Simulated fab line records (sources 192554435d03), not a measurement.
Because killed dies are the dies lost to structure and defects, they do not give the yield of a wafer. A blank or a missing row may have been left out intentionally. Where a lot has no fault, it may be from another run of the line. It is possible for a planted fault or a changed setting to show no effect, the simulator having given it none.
Matching of chambers -- flow n5Finfet -- cvdCo-02 running N5_BEOL_M1_CVD_47: 3 sister chambers
The step deposits Co from CCTBA/H2, target thk 3 nm, time 223.8 s. 6 wafers are shown with their chamber, then 6 later ones without.

== WAFERS WITH THEIR CHAMBER ==
wafer,chamber,runLengthS (s)
L152.3,0,247.3
L155.6,0,247.8
L156.1,1,247.2
L156.5,2,246.6
L161.2,2,246.4
L161.4,1,247.0

== WAFERS WHOSE CHAMBER IS MISSING ==
wafer,runLengthS (s)
L172.1,247.5
L172.2,247.1
L172.6,246.7
L174.2,246.5
L174.4,246.4
L174.5,247.5

== CHAMBER TAKEN BY EACH ==
wafer,from the rows above,in truth
L172.1,can't be placed: 0 or 1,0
L172.2,can't be placed: 1 or 0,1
L172.6,can't be placed: 2 or 1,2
L174.2,2,2
L174.4,2,2
L174.5,can't be placed: 0 or 1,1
2 of 6 placed correctly. These rows do not allow placing 4 (true chamber among the candidates in 4). 0 placed wrongly.
How it was worked out, from the rows above alone: a wafer's distance from a chamber is the root of the sum, over the readings, of the square of ((its reading less the chamber's mean) divided by the reading's scatter). If the next closest chamber is less than 2 further off than the closest, the wafer can't be placed; otherwise it belongs to the closest. Each chamber's mean is taken over the wafers shown for it. The scatter is the square root of a quotient: the sum, over the shown wafers, of each reading's squared deviation from its chamber's mean, divided by wafers minus chambers.
